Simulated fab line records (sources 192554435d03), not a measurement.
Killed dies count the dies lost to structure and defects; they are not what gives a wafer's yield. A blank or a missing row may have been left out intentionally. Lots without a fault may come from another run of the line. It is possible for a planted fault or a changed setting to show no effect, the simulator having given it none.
Which tool was responsible? | flow n5Finfet | 18 wafers sampled from 6 lots at 1 step of a route of 1938

WHAT EACH GAUGE READ, for each wafer
N5_BEOL_M13_INSPECT_55: inspects for defects (darkfield).
lot  | measured     | on               | rawDefectCount
L531 | day 12 15:44 | defectInspect-01 | 50 46 31
L539 | day 13 22:17 | defectInspect-01 | 61 55 84
L537 | day 14 06:38 | defectInspect-02 | 75 88 86
L541 | day 15 06:46 | defectInspect-01 | 48 62 72
L544 | day 16 08:43 | defectInspect-02 | 63 77 70
L552 | day 19 05:50 | defectInspect-01 | 54 35 58

WHAT TOOL EACH LOT RAN ON (gives the tool, then ch and the chambers of the sampled wafers, and finally the start)
The record holds no process step before these readings.

THE ANSWER, worked out from the rows above alone
Rule: what is usual is taken from the lots themselves. The widest of any qualifying gaps counts: lots, ordered by their means at a reading, are off when they make up no more than a third of the lots, leave a main group of 4 or more, and stand apart from it by 3 or more times the standard deviation of that group's means. A main group whose means are all the same, to the digits that the tables above print for the reading, isn't used. Also off: a lot with no number at a reading for which 4 or more lots have one. The other lots that the step has rows for count as sound.
Across all readings shown, no lot is off: no conclusion can be drawn from this.

WHAT THE SIMULATOR HAD INSERTED
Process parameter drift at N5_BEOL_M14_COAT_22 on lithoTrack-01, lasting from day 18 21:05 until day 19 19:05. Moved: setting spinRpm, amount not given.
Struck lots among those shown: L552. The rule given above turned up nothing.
